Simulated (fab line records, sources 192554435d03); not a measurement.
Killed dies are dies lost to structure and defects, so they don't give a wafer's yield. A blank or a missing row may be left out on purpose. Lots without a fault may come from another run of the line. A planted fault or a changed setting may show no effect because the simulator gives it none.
fab line records | flow n5_finfet | part 1 of 2: steps 1 to 3 of 6
record lots=23 wafers=69 last_day=20
route steps=1938 shown BEOL_M11@1573 BEOL_M12@1602 BEOL_M13@1660
lots that met no fault: from a run of the same line without faults
start_h: hours from the record's first day to the start of the lot's first wafer shown | wait_h: hours since the lot's step before | " the same as in the row above | L1.1+2: a row that stands for several wafers | - no value, or no start given | * or withheld: withheld | < > ~ a bound
route shown NAME@n: a module of which the file shows steps, and the number in the route of the first | usual: mean/standard deviation of fault-free wafers | same: alike in all rows | chamber/n: place in a boat | sites: the reading at each site | _std_site: their standard deviation | _edge_site: outer sites' mean less inner sites' | radius_mm: how far each site lies from the wafer's centre | mask NAME#n: copy n | behind: the tool/chamber that last shaped the wafer | hold: why the lot was held/for how many hours/how that ended | device: the transistor (n, p or np) that didn't switch | end of line: the same wafers' tests at the end of the route | a step without rows: its recipe alone | killed: dies lost to structure and defects at the first sort, not the wafer's yield | map: a wafer's dies, x killed, . not, _ none there
set.NAME: the setting as run; set.NAME@STEP: as run at that earlier step | model.NAME: the simulator's own value behind a step, which no gauge read
steps of the route over a sample of lots; a table a step, a row a wafer
services: from which hour (start_h, from the record's first day; less than 0 if before it) a tool's chamber was out of use, for how many hours, and why
## steps
# step N5_BEOL_M11_ETCH_66
# recipe chemistry=N2/H2 target=SOC target_depth_a=1200 overetch_a=240 mask_material=SiARC temp_c=40 time_s=180 ion_energy_ev=200 pressure_mtorr=30 source_w=840 bias_w=150 n2_flow_sccm=200 h2_flow_sccm=200
# usual drypump_motor_current_A=5.8/0.57 oes_product_au=0.63/0.057 rf_fwd_power_W=836.4/2.8 rf_vpp_V=523.7/2.4 showerhead_plenum_p_Torr=2.54/0.079 throttle_valve_pct=17.94/0.18
# columns lot.wafer tool chamber start_h wait_h drypump_motor_current_A oes_product_au rf_fwd_power_W rf_hours_counter_h rf_vpp_V showerhead_plenum_p_Torr throttle_valve_pct
L074.3 rie_diel-03 3 264.50 0.0 5.4 0.69 839.0 64 525.3 2.58 17.88
L074.4 " 2 " " 5.0 0.60 835.1 171 526.7 2.64 17.90
L074.5 " 3 " " 5.4 0.69 836.8 - 524.8 2.58 17.90
L075.2 rie_diel-01 0 297.31 0.0 6.6 0.62 837.9 128 520.8 2.44 18.17
L075.4 " 3 " " 6.0 0.70 837.2 41 522.9 2.48 17.85
L075.6 " 1 " " 6.2 0.60 840.1 - 525.1 2.53 17.87
L076.1 rie_diel-01 2 305.46 0.0 6.4 0.68 836.3 54 530.2 2.69 18.11
L076.4 " 0 " " 6.6 0.62 836.7 131 520.9 2.44 18.16
L076.6 " 0 " " 6.6 0.62 836.6 - 520.8 2.44 18.17
L077.1 rie_diel-03 0 311.88 0.0 5.6 0.57 838.1 229 524.0 2.50 18.10
L077.2 " 2 " " 5.0 0.59 835.2 180 526.4 2.63 17.91
L077.5 " 0 " " 5.5 0.57 838.4 - 523.4 2.50 18.06
L078.1 rie_diel-03 3 320.96 0.0 5.4 0.68 830.2 78 523.2 2.58 17.92
L078.3 " 0 " " 5.5 0.56 835.2 232 522.1 2.50 18.11
L078.4 " 1 " " 6.1 0.57 836.4 187 521.1 2.42 17.64
L080.1 rie_diel-06 3 328.79 0.0 5.2 0.63 835.8 98 523.1 2.56 18.15
L080.2 " 1 " " 5.2 0.73 832.1 25 527.5 2.59 17.61
L080.5 " 2 " " 6.4 0.60 841.6 - 521.0 2.42 17.97
L081.1 rie_diel-06 1 331.08 0.0 5.2 0.72 838.5 26 527.5 2.59 17.60
L081.3 " 3 " " 5.2 0.62 838.2 98 525.6 2.56 18.15
L081.4 " 0 " " 6.5 0.74 833.0 8 525.9 2.60 17.87
L083.1 rie_diel-03 2 334.44 0.0 5.0 0.59 836.2 186 525.7 2.63 17.92
L083.5 " 2 " " 5.0 0.59 837.0 - 525.9 2.63 17.91
L083.6 " 3 " " 5.4 0.67 832.7 - 524.9 2.57 17.93
L082.3 rie_diel-06 3 340.64 0.0 5.2 0.62 834.5 101 523.6 2.56 18.17
L082.5 " 1 " " 5.2 0.72 837.2 - 525.0 2.59 17.62
L082.6 " 0 " " 6.5 0.74 836.7 - 524.9 2.60 17.86
L084.3 rie_diel-01 2 342.15 0.0 6.4 0.67 836.3 65 526.3 2.69 18.13
L084.5 " 0 " " 6.7 0.61 834.4 - 521.5 2.44 18.18
L084.6 " 3 " " 6.0 0.69 837.1 - 522.1 2.47 17.85
L086.2 rie_diel-06 2 353.25 0.0 6.4 0.59 833.9 201 520.4 2.42 18.00
L086.3 " 1 " " 5.2 0.72 838.5 34 524.2 2.59 17.63
L086.6 " 1 " " 5.2 0.71 839.1 - 526.7 2.59 17.62
L092.2 rie_diel-03 2 353.67 0.0 5.0 0.59 839.5 193 525.7 2.63 17.91
L092.3 " 3 " " 5.4 0.67 832.3 88 526.0 2.57 17.95
L092.4 " 0 " " 5.5 0.56 841.0 242 522.7 2.50 18.12
L085.3 rie_diel-06 2 357.29 0.0 6.4 0.59 837.9 202 518.6 2.42 18.02
L085.4 " 3 " " 5.2 0.62 836.2 108 525.7 2.56 18.18
L085.6 " 0 " " 6.4 0.73 832.8 - 524.9 2.60 17.87
L088.3 rie_diel-03 2 371.58 0.0 5.0 0.59 831.2 197 526.0 2.62 17.94
L088.5 " 2 " " 5.0 0.58 832.7 - 526.2 2.62 17.93
L088.6 " 3 " " 5.3 0.66 838.6 - 524.8 2.57 17.96
L087.3 rie_diel-03 0 378.48 0.0 5.5 0.56 839.2 248 523.2 2.50 18.13
L087.4 " 2 " " 5.0 0.59 841.0 199 526.7 2.62 17.94
L087.6 " 1 " " 6.1 0.56 842.6 - 520.4 2.42 17.67
L089.2 rie_diel-06 0 378.59 0.0 6.4 0.71 837.3 25 524.0 2.59 17.89
L089.4 " 1 " " 5.2 0.71 836.8 41 525.3 2.58 17.65
L089.5 " 3 " " 5.2 0.61 838.6 - 525.7 2.56 18.19
L090.2 rie_diel-03 0 383.17 0.0 5.6 0.56 837.7 249 523.6 2.50 18.13
L090.4 " 3 " " 5.3 0.65 835.8 96 524.5 2.57 17.96
L090.5 " 2 " " 5.0 0.59 835.5 - 524.9 2.62 17.96
L091.1 rie_diel-06 1 383.21 0.0 5.2 0.69 834.3 42 525.8 2.59 17.63
L091.3 " 3 " " 5.2 0.62 836.3 116 523.9 2.56 18.18
L091.4 " 0 " " 6.5 0.71 833.0 25 525.0 2.59 17.89
L097.1 rie_diel-03 0 418.04 0.0 5.6 0.77 838.9 4 522.9 2.49 17.70
L097.2 " 1 " " 6.1 0.57 836.7 216 519.9 2.41 17.69
L097.6 " 2 " " 5.0 0.58 838.1 - 526.7 2.62 17.97
L096.1 rie_diel-06 0 418.54 0.0 6.4 0.70 832.7 37 524.1 2.59 17.91
L096.3 " 1 " " 5.2 0.69 842.3 54 525.1 2.58 17.67
L096.6 " 0 " " 6.4 0.70 837.4 - 524.9 2.59 17.93
L079.1 rie_diel-06 3 419.01 0.0 5.2 0.60 830.8 127 525.0 2.55 18.22
L079.2 " 2 " " 6.4 0.57 838.4 221 519.2 2.41 18.05
L079.6 " 2 " " 6.4 0.58 837.5 - 518.9 2.41 18.04
L094.1 rie_diel-01 2 434.95 0.0 6.4 0.64 836.8 93 527.7 2.68 18.17
L094.2 " 0 " " 6.6 0.59 831.3 169 519.7 2.43 18.22
L094.6 " 0 " " 6.6 0.59 834.5 - 520.5 2.43 18.24
L095.1 rie_diel-01 0 441.24 0.0 6.7 0.59 834.0 171 520.9 2.43 18.22
L095.4 " 1 " " 6.3 0.56 837.5 222 522.3 2.51 17.96
L095.6 " 2 " " 6.4 0.64 833.9 - 526.1 2.68 18.18
# step N5_BEOL_M12_ILD_DEP_00
# recipe material=SiOC target_thk_a=6589.2 temp_c=350 precursor=DEMS/O2 pressure_torr=5 rf_w=500 time_s=130.7
# usual heater_power_w=523/76 rf_fwd_power_W=497.8/1.7 showerhead_plenum_p_Torr=5.687/0.013 throttle_valve_pct=11.9/0.46
# columns lot.wafer tool chamber start_h wait_h heater_power_w rf_fwd_power_W showerhead_plenum_p_Torr throttle_valve_pct
L074.3 pecvd-02 0 269.17 0.0 425 499.3 5.673 12.3
L074.4 " 0 " " 464 496.1 5.663 12.1
L074.5 " 1 " " 530 498.5 5.683 11.8
L075.2 pecvd-02 0 301.64 0.0 485 497.5 5.667 12.3
L075.4 " 2 " " 579 498.5 5.708 11.7
L075.6 " 1 " " 552 495.0 5.666 12.0
L076.1 pecvd-02 0 309.82 0.0 458 497.7 5.673 12.1
L076.4 " 0 " " 478 496.9 5.679 12.3
L076.6 " 2 " " 678 497.8 5.698 11.9
L077.1 pecvd-02 2 315.09 0.0 585 500.6 5.693 11.7
L077.2 " 0 " " 452 499.0 5.686 12.1
L077.5 " 1 " " 548 495.4 5.671 12.1
L078.1 pecvd-04 1 324.28 0.0 551 497.2 5.702 12.2
L078.3 " 0 " " 443 498.9 5.696 12.0
L078.4 " 0 " " 465 499.3 5.696 12.1
L080.1 pecvd-04 1 331.80 0.0 606 498.7 5.694 12.4
L080.2 " 2 " " 515 494.2 5.690 11.7
L080.5 " 1 " " 635 497.8 5.689 12.3
L081.1 pecvd-04 0 335.04 0.0 456 500.4 5.692 11.8
L081.3 " 2 " " 516 500.7 5.677 11.9
L081.4 " 1 " " 516 499.1 5.687 12.2
L083.1 pecvd-02 2 337.42 0.0 654 498.2 5.699 11.7
L083.5 " 1 " " 438 496.2 5.667 11.8
L083.6 " 2 " " 697 495.7 5.685 11.9
L082.3 pecvd-01 2 344.64 0.0 483 497.9 5.662 11.4
L082.5 " 0 " " 416 498.2 5.697 11.1
L082.6 " 1 " " 625 504.0 5.674 12.2
L084.3 pecvd-04 0 345.40 0.0 489 497.1 5.711 12.1
L084.5 " 2 " " 496 497.6 5.679 11.7
L084.6 " 0 " " 393 498.9 5.699 12.0
L086.2 pecvd-01 1 356.91 0.0 642 495.8 5.679 12.3
L086.3 " 0 " " 485 498.1 5.700 10.7
L086.6 " 1 " " 513 497.5 5.680 12.3
L092.2 pecvd-01 2 358.09 0.0 509 497.7 5.672 11.1
L092.3 " 1 " " 638 501.4 5.669 12.2
L092.4 " 1 " " 514 499.0 5.686 12.4
L085.3 pecvd-02 2 360.90 0.0 694 496.8 5.693 11.8
L085.4 " 1 " " 522 497.9 5.684 11.9
L085.6 " 2 " " 565 496.0 5.696 11.9
L088.3 pecvd-02 1 375.11 0.1 564 493.4 5.682 11.7
L088.5 " 1 " " 444 494.3 5.677 11.9
L088.6 " 0 " " 504 497.7 5.671 12.3
L087.3 pecvd-04 2 381.72 0.0 453 498.3 5.690 11.9
L087.4 " 0 " " 450 499.3 5.693 12.0
L087.6 " 1 " " 514 498.0 5.684 12.0
L089.2 pecvd-04 0 381.89 0.0 475 500.2 5.695 12.0
L089.4 " 0 " " 395 499.3 5.695 11.8
L089.5 " 2 " " 504 498.7 5.688 11.9
L090.2 pecvd-02 2 387.17 0.0 636 496.8 5.704 12.1
L090.4 " 2 " " 661 498.8 5.696 12.0
L090.5 " 2 " " 669 495.2 5.690 11.8
L091.1 pecvd-01 2 387.32 0.0 462 495.7 5.674 11.5
L091.3 " 1 " " 602 499.3 5.678 12.2
L091.4 " 0 " " 401 496.0 5.689 10.7
L097.1 pecvd-04 0 421.58 0.0 463 498.8 5.689 12.0
L097.2 " 1 " " 518 498.5 5.699 12.0
L097.6 " 2 " " 503 498.4 5.683 12.1
L096.1 pecvd-02 2 422.20 0.0 693 498.8 5.697 11.9
L096.3 " 0 " " 413 498.1 5.682 12.5
L096.6 " 2 " " 685 497.0 5.690 11.9
L079.1 pecvd-04 2 422.30 0.0 444 495.0 5.697 12.1
L079.2 " 0 " " 400 497.8 5.702 12.0
L079.6 " 1 " " 574 498.2 5.704 12.1
L094.1 pecvd-02 2 439.12 0.0 620 498.4 5.689 11.9
L094.2 " 1 " " 509 498.4 5.672 10.7
L094.6 " 0 " " 410 496.4 5.693 12.3
L095.1 pecvd-01 1 444.36 0.0 584 497.8 5.670 12.3
L095.4 " 1 " " 618 499.7 5.683 12.7
L095.6 " 0 " " 483 495.6 5.687 10.8
# step N5_BEOL_M12_ETCH_59
# recipe chemistry=N2/H2 target=BARC target_depth_a=890 overetch_a=267 time_s=67.9 ion_energy_ev=200 pressure_mtorr=30 source_w=840 bias_w=150 n2_flow_sccm=200 h2_flow_sccm=200
# usual drypump_motor_current_A=5.8/0.41 oes_product_au=0.69/0.081 rf_fwd_power_W=832.7/3 rf_vpp_V=523.6/1.6 showerhead_plenum_p_Torr=2.53/0.052 throttle_valve_pct=17.78/0.24
# columns lot.wafer tool chamber start_h wait_h drypump_motor_current_A oes_product_au rf_fwd_power_W rf_hours_counter_h rf_vpp_V showerhead_plenum_p_Torr throttle_valve_pct
L074.3 rie_diel-04 3 269.86 0.0 5.4 0.57 835.6 249 525.9 2.60 18.14
L074.4 " 0 " " 6.0 0.81 837.0 2 522.5 2.50 17.49
L074.5 " 3 " " 5.4 0.56 835.2 - 524.5 2.60 18.14
L075.2 rie_diel-05 3 302.50 0.0 5.5 0.61 829.5 211 526.2 2.63 17.89
L075.4 " 0 " " 6.2 0.61 835.2 173 524.7 2.53 17.94
L075.6 " 0 " " 6.1 0.61 831.7 - 523.9 2.53 17.95
L076.1 rie_diel-02 0 310.40 0.0 6.2 0.68 832.9 115 524.1 2.55 17.84
L076.4 " 1 " " 5.7 0.59 828.2 228 522.6 2.52 18.08
L076.6 " 2 " " 4.9 0.60 832.9 - 522.7 2.51 18.24
L077.1 rie_diel-04 2 315.66 0.0 6.2 0.60 839.7 235 522.3 2.50 17.92
L077.2 " 0 " " 6.0 0.76 831.0 17 522.4 2.50 17.51
L077.5 " 0 " " 6.0 0.76 834.9 - 524.4 2.50 17.50
L078.1 rie_diel-04 0 324.97 0.0 6.0 0.75 832.8 21 522.3 2.50 17.52
L078.3 " 3 " " 5.4 0.78 829.8 14 524.5 2.60 17.75
L078.4 " 2 " " 6.2 0.60 833.6 238 524.0 2.50 17.91
L080.1 rie_diel-02 2 332.35 0.0 4.9 0.59 833.5 225 523.6 2.51 18.26
L080.2 " 0 " " 6.2 0.67 826.7 123 524.9 2.55 17.85
L080.5 " 1 " " 5.7 0.59 830.6 - 522.7 2.51 18.11
L081.1 rie_diel-05 1 335.60 0.0 6.3 0.68 825.9 92 522.0 2.46 17.54
L081.3 " 3 " " 5.5 0.60 834.8 224 525.2 2.62 17.92
L081.4 " 1 " " 6.3 0.68 827.2 - 520.3 2.46 17.54
L083.1 rie_diel-02 2 337.98 0.0 4.9 0.59 837.7 227 521.8 2.51 18.28
L083.5 " 1 " " 5.7 0.59 827.9 - 523.9 2.51 18.11
L083.6 " 2 " " 4.9 0.59 833.8 - 524.3 2.51 18.26
L082.3 rie_diel-02 1 345.19 0.0 5.7 0.58 832.1 241 522.1 2.51 18.09
L082.5 " 0 " " 6.3 0.66 830.7 - 524.3 2.55 17.87
L082.6 " 1 " " 5.7 0.59 828.5 - 523.7 2.51 18.09
L084.3 rie_diel-05 3 345.96 0.0 5.5 0.59 827.0 229 526.9 2.62 17.92
L084.5 " 3 " " 5.5 0.59 831.0 - 525.5 2.62 17.92
L084.6 " 1 " " 6.3 0.67 826.7 - 521.2 2.46 17.56
L086.2 rie_diel-02 3 357.63 0.0 5.8 0.75 834.1 32 523.4 2.59 17.78
L086.3 " 1 " " 5.7 0.58 831.7 245 523.7 2.51 18.11
L086.6 " 1 " " 5.7 0.58 833.3 - 522.6 2.51 18.10
L092.2 rie_diel-05 3 358.65 0.0 5.5 0.60 831.7 236 525.7 2.62 17.94
L092.3 " 2 " " 5.7 0.83 836.4 1 522.8 2.50 17.36
L092.4 " 1 " " 6.3 0.66 835.2 104 521.4 2.46 17.56
L085.3 rie_diel-05 0 361.46 0.0 6.1 0.60 833.7 198 522.6 2.52 18.01
L085.4 " 1 " " 6.3 0.67 831.5 105 521.3 2.45 17.57
L085.6 " 1 " " 6.3 0.67 830.3 - 521.5 2.45 17.58
L088.3 rie_diel-04 0 375.90 0.0 6.0 0.73 833.6 41 521.9 2.49 17.55
L088.5 " 1 " " 5.3 0.77 835.3 - 526.5 2.60 17.51
L088.6 " 0 " " 6.0 0.72 836.0 - 521.4 2.49 17.58
L087.3 rie_diel-04 0 382.40 0.0 6.0 0.72 829.0 44 522.3 2.49 17.56
L087.4 " 3 " " 5.4 0.76 833.0 36 525.0 2.59 17.77
L087.6 " 2 " " 6.2 0.84 835.9 - 523.3 2.50 17.54
L089.2 rie_diel-02 1 382.58 0.0 5.7 0.58 827.6 256 522.8 2.50 18.13
L089.4 " 3 " " 5.8 0.74 832.4 - 526.2 2.59 17.80
L089.5 " 1 " " 5.7 0.59 832.8 - 521.2 2.50 18.11
L090.2 rie_diel-04 2 387.78 0.0 6.2 0.83 831.8 3 523.2 2.49 17.52
L090.4 " 0 " " 6.0 0.72 832.1 46 522.2 2.48 17.56
L090.5 " 3 " " 5.3 0.75 832.2 - 525.2 2.59 17.78
L091.1 rie_diel-05 1 388.01 0.0 6.3 0.66 829.6 114 521.3 2.45 17.57
L091.3 " 2 " " 5.7 0.79 835.0 11 523.7 2.49 17.36
L091.4 " 0 " " 6.2 0.59 833.9 207 523.5 2.52 18.02
L097.1 rie_diel-04 0 422.14 0.0 6.0 0.71 836.3 58 520.9 2.48 17.58
L097.2 " 1 " " 5.4 0.75 832.0 42 524.8 2.59 17.55
L097.6 " 0 " " 6.0 0.71 836.8 - 521.5 2.48 17.58
L096.1 rie_diel-04 2 422.88 0.0 6.3 0.79 835.6 16 522.5 2.49 17.56
L096.3 " 3 " " 5.4 0.74 834.1 48 525.5 2.58 17.79
L096.6 " 1 " " 5.4 0.74 832.6 - 524.6 2.59 17.54
L079.1 rie_diel-04 2 423.15 0.0 6.2 0.78 837.6 17 522.0 2.49 17.55
L079.2 " 1 " " 5.3 0.74 837.8 42 525.1 2.59 17.55
L079.6 " 0 " " 6.0 0.70 834.4 - 520.5 2.48 17.58
L094.1 rie_diel-02 3 439.91 0.0 5.8 0.72 830.6 66 525.7 2.58 17.86
L094.2 " 1 " " 5.7 0.81 828.0 8 523.0 2.50 17.66
L094.6 " 0 " " 6.3 0.64 834.2 - 523.6 2.53 17.93
L095.1 rie_diel-05 2 444.91 0.0 5.7 0.75 835.5 34 522.2 2.48 17.41
L095.4 " 1 " " 6.3 0.64 826.3 138 520.5 2.44 17.64
L095.6 " 0 " " 6.1 0.58 831.9 - 522.3 2.51 18.03
